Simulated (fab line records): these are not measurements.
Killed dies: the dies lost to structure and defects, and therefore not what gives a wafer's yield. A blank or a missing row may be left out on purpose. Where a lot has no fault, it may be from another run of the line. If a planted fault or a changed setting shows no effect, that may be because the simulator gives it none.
Chamber matching || flow n5 finfet || 4 sister chambers for N5_FIN_SAQP_ETCH_67 on rie diel-05
The step etches SiNx in CH3F/O2, target depth 30 nm. 14 wafers are shown with their chamber, then 7 later ones without.

== WAFERS PAIRED WITH THEIR CHAMBERS ==
{"wafer": "L074.3", "chamber": 2, "showerhead plenum p Torr (Torr)": 2.10, "rf vpp V (V)": 308, "throttle valve pct (%)": 16.29}
{"wafer": "L074.4", "chamber": 1, "showerhead plenum p Torr (Torr)": 2.13, "rf vpp V (V)": 311, "throttle valve pct (%)": 15.97}
{"wafer": "L074.5", "chamber": 1, "showerhead plenum p Torr (Torr)": 2.13, "rf vpp V (V)": 312, "throttle valve pct (%)": 15.98}
{"wafer": "L081.2", "chamber": 0, "showerhead plenum p Torr (Torr)": 1.98, "rf vpp V (V)": 293, "throttle valve pct (%)": 16.43}
{"wafer": "L081.4", "chamber": 2, "showerhead plenum p Torr (Torr)": 2.09, "rf vpp V (V)": 309, "throttle valve pct (%)": 16.33}
{"wafer": "L081.6", "chamber": 1, "showerhead plenum p Torr (Torr)": 2.12, "rf vpp V (V)": 313, "throttle valve pct (%)": 16.01}
{"wafer": "L082.2", "chamber": 2, "showerhead plenum p Torr (Torr)": 2.09, "rf vpp V (V)": 308, "throttle valve pct (%)": 16.35}
{"wafer": "L082.3", "chamber": 0, "showerhead plenum p Torr (Torr)": 1.98, "rf vpp V (V)": 293, "throttle valve pct (%)": 16.43}
{"wafer": "L082.4", "chamber": 0, "showerhead plenum p Torr (Torr)": 1.98, "rf vpp V (V)": 294, "throttle valve pct (%)": 16.44}
{"wafer": "L087.2", "chamber": 0, "showerhead plenum p Torr (Torr)": 1.98, "rf vpp V (V)": 295, "throttle valve pct (%)": 16.45}
{"wafer": "L087.4", "chamber": 2, "showerhead plenum p Torr (Torr)": 2.09, "rf vpp V (V)": 308, "throttle valve pct (%)": 16.36}
{"wafer": "L087.5", "chamber": 0, "showerhead plenum p Torr (Torr)": 1.98, "rf vpp V (V)": 293, "throttle valve pct (%)": 16.47}
{"wafer": "L090.2", "chamber": 3, "showerhead plenum p Torr (Torr)": 1.96, "rf vpp V (V)": 318, "throttle valve pct (%)": 16.15}
{"wafer": "L090.3", "chamber": 2, "showerhead plenum p Torr (Torr)": 2.09, "rf vpp V (V)": 308, "throttle valve pct (%)": 16.38}

SIGNATURES, as means of the wafers listed above
{"reading": "showerhead plenum p Torr", "chamber 0": 1.9800, "chamber 1": 2.1267, "chamber 2": 2.0920, "chamber 3": 1.9600, "scatter within a chamber": 0.00383}
{"reading": "rf vpp V", "chamber 0": 293.60, "chamber 1": 312.00, "chamber 2": 308.20, "chamber 3": 318.00, "scatter within a chamber": 0.775}
{"reading": "throttle valve pct", "chamber 0": 16.4440, "chamber 1": 15.9867, "chamber 2": 16.3420, "chamber 3": 16.1500, "scatter within a chamber": 0.0258}
Rule: for a wafer and a chamber, the distance is found by dividing, reading by reading, the gap between the wafer's reading and the chamber's mean by the reading's scatter, squaring, summing and taking the root. If the next closest chamber is less than 2 further off than the closest, the wafer can't be placed; otherwise it belongs to the closest. How the scatter is found: for the shown wafers, subtract from each reading the mean of its chamber, square and add these, divide the total by (wafers less chambers), then take the root.

== WAFERS MISSING THEIR CHAMBER ==
{"wafer": "L090.6", "showerhead plenum p Torr (Torr)": 1.97, "rf vpp V (V)": 295, "throttle valve pct (%)": 16.48}
{"wafer": "L092.1", "showerhead plenum p Torr (Torr)": 2.09, "rf vpp V (V)": 309, "throttle valve pct (%)": 16.39}
{"wafer": "L092.4", "showerhead plenum p Torr (Torr)": 1.97, "rf vpp V (V)": 293, "throttle valve pct (%)": 16.48}
{"wafer": "L092.5", "showerhead plenum p Torr (Torr)": 2.09, "rf vpp V (V)": 308, "throttle valve pct (%)": 16.38}
{"wafer": "L097.2", "showerhead plenum p Torr (Torr)": 1.96, "rf vpp V (V)": 319, "throttle valve pct (%)": 16.18}
{"wafer": "L097.3", "showerhead plenum p Torr (Torr)": 2.08, "rf vpp V (V)": 307, "throttle valve pct (%)": 16.41}
{"wafer": "L097.5", "showerhead plenum p Torr (Torr)": 1.97, "rf vpp V (V)": 295, "throttle valve pct (%)": 16.48}

== CHAMBER TAKEN BY EACH ==
{"wafer": "L090.6", "from the rows above": 0, "in truth": 0}
{"wafer": "L092.1", "from the rows above": 2, "in truth": 2}
{"wafer": "L092.4", "from the rows above": 0, "in truth": 0}
{"wafer": "L092.5", "from the rows above": 2, "in truth": 2}
{"wafer": "L097.2", "from the rows above": 3, "in truth": 3}
{"wafer": "L097.3", "from the rows above": 2, "in truth": 2}
{"wafer": "L097.5", "from the rows above": 0, "in truth": 0}
7 of 7 placed correctly. From these rows, 0 cannot be placed. Wrongly placed: 0.
